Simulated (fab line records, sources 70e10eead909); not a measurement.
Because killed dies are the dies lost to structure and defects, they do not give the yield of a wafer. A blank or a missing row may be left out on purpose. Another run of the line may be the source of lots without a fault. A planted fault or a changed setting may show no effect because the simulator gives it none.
A struck lot beside a sound one | flow nand harc | 14 out of 1302 route steps
Sound: these wafers, L927.2, L927.5, L927.6. The struck wafers were L920.2, L920.5, L920.6. At the end, the cause is stated.
For every step that has rows: the tool of each side, followed by ch and its chambers, followed by its first start. Under that, the readings that differ: sound wafers | struck wafers | difference of the means | sigmas: that difference in standard deviations of wafers without a fault.
alike: same words and numbers on both sides, and readings whose means sit less than 2 such deviations apart. not compared: any withheld reading, any reading some wafer has no value for, any bound like >300 that may hide the same value, and any number with overlapping values for which the record gives no deviation.
A row with sigmas, a row that says differs or no value, or rows on one side alone: a step with any of these is where the two part. Numbers that have no deviation but don't overlap get no sigmas and don't part them. Lack of a reading on every wafer of one side parts them only where that side has two or more wafers.

NHARC_A_CHANNEL_FILL_D2_ALD_03: deposits SiNx, target thk 6 nm, pulse time 60 s, ald cycles 58.
  sound on ald sin batch-03 ch 0; struck on ald sin batch-02 ch 0
  alike: precursor pulse height rel
then, 1 step without rows for these wafers: NHARC_A_CHANNEL_FILL_D2_ALD_14 (deposits SiO2, target thk 2.5 nm, pulse time 10 s, ald cycles 25).
NHARC_A_CHANNEL_FILL_D2_ALD_15: deposits SiNx, target thk 2 nm, pulse time 60 s, ald cycles 19.
  sound on ald sin batch-02 ch 0; struck on ald sin batch-02 ch 0
  alike: precursor pulse height rel
NHARC_A_CHANNEL_FILL_D2_ALD_16: deposits SiO2, target thk 1.5 nm, pulse time 10 s, ald cycles 15.
  sound on ald hk-03 ch 0,3, day 23 06:50; struck on ald hk-04 ch 0,1,2, day 19 23:13
  alike: heater power w, precursor pulse height rel
then, 2 steps without rows for these wafers: NHARC_A_CHANNEL_FILL_D2_ANNEAL_17 (time 1800 s); NHARC_A_CHANNEL_FILL_D2_CVD_18 (deposits poly-Si, target thk 3 nm).
NHARC_A_CHANNEL_FILL_D2_ETCHBACK_19: etches the open film in HBr/Cl2, target depth 5 nm, time 1.7 s.
  sound on rie si-06 ch 1,2, day 23 18:09; struck on rie si-01 ch 0,2,3, day 20 11:33
  alike: drypump motor current A, hbr flow sccm, oes product au, throttle valve pct
  not compared: rf hours counter h
NHARC_A_CHANNEL_FILL_D2_ETCHBACK_20: etches the open film in C4F8/O2/Ar, target depth 27 nm, time 13.5 s.
  sound on rie diel-10 ch 0,2,3, day 23 18:17; struck on rie diel-10 ch 0,2,3, day 20 11:40
  alike: oes product au, rf vpp V
  not compared: rf hours counter h
then, 4 steps without rows for these wafers: NHARC_A_CHANNEL_FILL_D2_STRIP_28 (strips in O2, time 20 s); NHARC_A_CHANNEL_FILL_D2_PRECLEAN_21 (cleans in dHF, time 30 s); NHARC_A_CHANNEL_FILL_D2_SRD_23; NHARC_A_CHANNEL_FILL_D2_CVD_05 (deposits poly-Si, target thk 5 nm).
NHARC_A_CHANNEL_FILL_D2_ANNEAL_22: time 7200 s.
  sound on furnace-01 ch 0, day 24 01:51; struck on furnace-01 ch 0, day 20 19:05
  reading                | sound                | struck               | difference | sigmas
  spike tc bottom C (C)  | 642.7 642.3 643.2    | 674.8 671.8 672.2    | +30.2      | +16
  spike tc centre C (C)  | 620.6 621.8 619.6    | 651.5 651.1 648.3    | +29.6      | +25
  spike tc lower C (C)   | 620.3 621.7 620.4    | 650.9 650.7 652.6    | +30.6      | +28
  spike tc top C (C)     | 641.6 638.9 639.3    | 669.8 671.1 669.6    | +30.2      | +12
  spike tc upper C (C)   | 618.0 620.8 619.9    | 650.7 649.6 651.1    | +30.9      | +22
  tube center temp C (C) | 620.03 620.06 620.07 | 650.69 650.72 650.62 | +30.62     | +99 or more
  tube_center_temp_C_max | 621.31 621.60 621.44 | 652.36 652.37 651.72 | +30.70     | +99 or more
  alike: zone power lower pct
NHARC_END_SORT_01:
  the record has rows for the sound wafers here (prober-01 ch 0, day 33 15:31) and none for the struck ones

## WHERE THEY PART
At NHARC_A_CHANNEL_FILL_D2_ANNEAL_22 first; at NHARC_END_SORT_01 last (within this record only).

WHY: whatever the simulator had introduced
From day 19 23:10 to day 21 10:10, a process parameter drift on furnace-01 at NHARC_A_CHANNEL_FILL_D2_ANNEAL_22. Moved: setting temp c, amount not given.
